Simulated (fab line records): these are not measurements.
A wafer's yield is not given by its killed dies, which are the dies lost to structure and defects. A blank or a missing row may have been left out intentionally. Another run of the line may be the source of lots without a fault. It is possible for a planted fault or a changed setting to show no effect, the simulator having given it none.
Chamber matching ; flow n5Finfet ; N5_BEOL_M12_ETCH_68 on rieDiel-06: 4 sister chambers
The step etches SOC in N2/H2, time 285 s. 4 wafers are shown with their chamber, then 11 later ones without.

## WAFERS PAIRED WITH THEIR CHAMBERS
wafer;chamber;drypumpMotorCurrentA (A)
L084.4;1;6.2
L087.1;2;5.3
L087.3;3;5.1
L091.1;0;5.3

## WAFERS WHOSE CHAMBER IS MISSING
wafer;drypumpMotorCurrentA (A)
L091.3;5.3
L091.6;5.3
L092.1;5.2
L092.4;5.4
L092.5;5.1
L095.2;6.2
L095.4;5.3
L095.5;5.3
L097.2;5.3
L097.3;6.2
L097.5;5.1

## WHICH CHAMBER EACH WENT THROUGH
wafer;from the rows above;in truth
L091.3;can't be placed: 0 or 2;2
L091.6;can't be placed: 0 or 2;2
L092.1;can't be placed: 0 or 2 or 3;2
L092.4;can't be placed: 0 or 2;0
L092.5;3;3
L095.2;1;1
L095.4;can't be placed: 0 or 2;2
L095.5;can't be placed: 0 or 2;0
L097.2;can't be placed: 0 or 2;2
L097.3;1;1
L097.5;3;3
Correctly placed: 4 of 11. From these rows, 7 cannot be placed; in 7 the true chamber is one of the candidates. Placed wrongly: 0.
How it was worked out, from the rows above alone: a wafer's distance from a chamber is the root of the sum, over the readings, of the square of ((its reading less the chamber's mean) divided by the reading's scatter). The wafer belongs to the nearest chamber; if the next one is less than 2 further off, it can't be placed. The mean given for a chamber averages the wafers shown for that chamber. The scatter (one wafer shown for each chamber): square how far every hidden wafer sits from the nearest shown wafer, average those squares and take the square root.
